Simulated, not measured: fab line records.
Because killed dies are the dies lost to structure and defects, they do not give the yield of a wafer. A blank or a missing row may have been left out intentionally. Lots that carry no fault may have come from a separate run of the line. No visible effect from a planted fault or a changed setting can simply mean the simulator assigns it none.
A lot that was struck, set against a sound lot ; flow nandHarc ; 16 steps out of a route of 1302
Sound: the wafers L868.1, L868.2, L868.4. Struck: wafers L858.1, L858.5, L858.6. The cause is given at the end.
Each step with rows lists, per side, the tool, then ch with its chambers, then its first start. Under that, the readings that differ: sound wafers ; struck wafers ; difference of the means ; sigmas: that difference in standard deviations of wafers without a fault.
alike: a reading whose means differ by less than 2 such deviations, as well as words and numbers matching on both sides. not compared: withheld readings; readings where some wafer has no value; bounds like >300 that might hide an equal value; numbers whose values overlap and for which the record gives no deviation.
The two part at a step that has a row with sigmas, a row that says differs or no value, or rows on one side only. When numbers do not overlap yet have no deviation, they are printed without sigmas and do not part them. Lack of a reading on every wafer of one side parts them only where that side has two or more wafers.

NHARC_A_WL_FILL_ALD_10: deposits SiO2, target thk 50 nm, pulse time 10 s, ald cycles 500.
  sound on aldHk-04 ch 1,2,3, day 27 00:52; struck on aldHk-04 ch 0,2,3, day 23 12:33
  alike: heaterPowerW, precursorPulseHeightRel
NHARC_A_WL_FILL_ETCHBACK_16: etches the open film in C4F8/O2/Ar, target depth 120 nm, time 24 s.
  sound on rieDiel-06 ch 0,1,3; struck on rieDiel-11 ch 1,2
reading;sound;struck;difference;sigmas
oesProductAu (a.u.);1.004 1.005 0.995;0.930 0.935 0.922;-0.072;-3
  alike: biasW, rfVppV
  not compared: rfHoursCounterH
then, 1 step without rows for these wafers: NHARC_A_WL_FILL_STRIP_29 (strips in O2, time 20 s).
NHARC_A_WL_FILL_ETCHBACK_17: etches the open film in Cl2/BCl3, target depth 4 nm, time 26.7 s.
  sound on rieMetal-01 ch 0,1, day 27 05:42; struck on rieMetal-02 ch 0,1, day 23 15:51
  alike: drypumpMotorCurrentA, oesProductAu
  not compared: rfHoursCounterH
then, 3 steps without rows for these wafers: NHARC_A_WL_FILL_PRECLEAN_18 (cleans in dHF, time 30 s); NHARC_A_WL_FILL_SRD_21; NHARC_A_WL_FILL_CVD_23 (deposits poly-Si, target thk 40 nm, time 800 s).
NHARC_A_WL_FILL_ETCHBACK_26: etches the open film in HBr, target depth 52 nm, time 13.3 s.
  sound on rieSi-03 ch 0,2,3, day 27 10:38; struck on rieSi-06 ch 0,2,3, day 23 21:04
  alike: biasW, drypumpMotorCurrentA, oesProductAu, throttleValvePct
  not compared: rfHoursCounterH
then, 2 steps without rows for these wafers: NHARC_A_WL_FILL_PRECLEAN_30 (cleans in dHF, time 10 s); NHARC_A_WL_FILL_SRD_14.
NHARC_A_WL_FILL_ALD_19: deposits TiN, target thk 2 nm, pulse time 3 s, ald cycles 100.
  sound on aldMetal-01 ch 0,2,3, day 27 10:54; struck on aldMetal-01 ch 0,1, day 23 21:18
  alike: heaterPowerW, precursorPulseHeightRel
then, 1 step without rows for these wafers: NHARC_A_WL_FILL_CVD_20 (deposits W, target thk 100 nm, time 74 s).
NHARC_A_WL_FILL_CMP_12: polishes, t overpolish 30 s, target thk 100 nm.
  sound on cmp-01 ch 0,2,3, day 27 11:17; struck on cmp-03 ch 0,2,3, day 23 21:46
  no value came back on the struck wafers for edgeZonePressureFrac, motorCurrentA (A), overpolishRunS (s), timeToEndpointS (s); on the sound wafers edgeZonePressureFrac reads 1.002 0.999 1.003
following that, these wafers have no rows for 1 step: NHARC_A_WL_FILL_SRD_31.
NHARC_A_WL_FILL_INSPECT_15:
  sound: defectInspect-02 at day 27 11:46; struck: defectInspect-01 at day 23 22:10
reading;sound;struck;difference;sigmas
rawDefectCount;461 504 427;2402 2498 2545;+2018;+16
-- jump in the record: it breaks off in module A_WL_FILL and resumes in module END (first step shown: number 1302 of the route), and 3 days separate the struck wafers' starts before and after --
NHARC_END_SORT_01:
  at this point the record logs the struck wafers (prober-01 ch 0, day 27 02:39) and has no rows for the sound ones

== WHERE THEY PART ==
At NHARC_A_WL_FILL_ETCHBACK_16 first; at NHARC_END_SORT_01 last (within this record only).

WHY: the cause the simulator had injected
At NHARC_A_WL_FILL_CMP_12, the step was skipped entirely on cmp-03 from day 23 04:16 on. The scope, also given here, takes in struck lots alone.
